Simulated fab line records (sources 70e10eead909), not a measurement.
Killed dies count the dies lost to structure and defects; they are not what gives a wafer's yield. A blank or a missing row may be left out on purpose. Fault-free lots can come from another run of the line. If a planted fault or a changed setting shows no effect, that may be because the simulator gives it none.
Chamber matching    flow nandHarc    NHARC_A_WL_FILL_ALD_00 on aldHk-03 has 4 sister chambers
The step deposits Al2O3, target thk 3 nm, pulse time 3 s, ald cycles 30. 4 wafers are shown with their chamber, then 7 later ones without.

## WAFERS PAIRED WITH THEIR CHAMBERS
wafer   chamber  heaterPowerW (W)
L566.3  0        490
L576.1  1        421
L579.1  2        421
L579.2  3        524

## WAFERS MISSING THEIR CHAMBER
wafer   heaterPowerW (W)
L579.6  430
L580.3  428
L580.5  418
L580.6  485
L582.3  521
L582.4  414
L582.6  423

## EACH ONE'S CHAMBER
wafer   from the rows above      in truth
L579.6  can't be placed: 1 or 2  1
L580.3  can't be placed: 1 or 2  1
L580.5  can't be placed: 1 or 2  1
L580.6  0                        0
L582.3  3                        3
L582.4  can't be placed: 1 or 2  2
L582.6  can't be placed: 1 or 2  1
2 of 7 placed correctly. Cannot be placed on the basis of these rows: 5; the candidates contain the true chamber in 5. Number placed wrongly: 0.
How it was worked out, from the rows above alone: a wafer's distance from a chamber is the root of the sum, over the readings, of the square of ((its reading less the chamber's mean) divided by the reading's scatter). If the next closest chamber is less than 2 further off than the closest, the wafer can't be placed; otherwise it belongs to the closest. For every chamber, the mean is computed from those of its wafers that are shown. The scatter (one wafer shown for each chamber): square how far every hidden wafer sits from the nearest shown wafer, average those squares and take the square root.
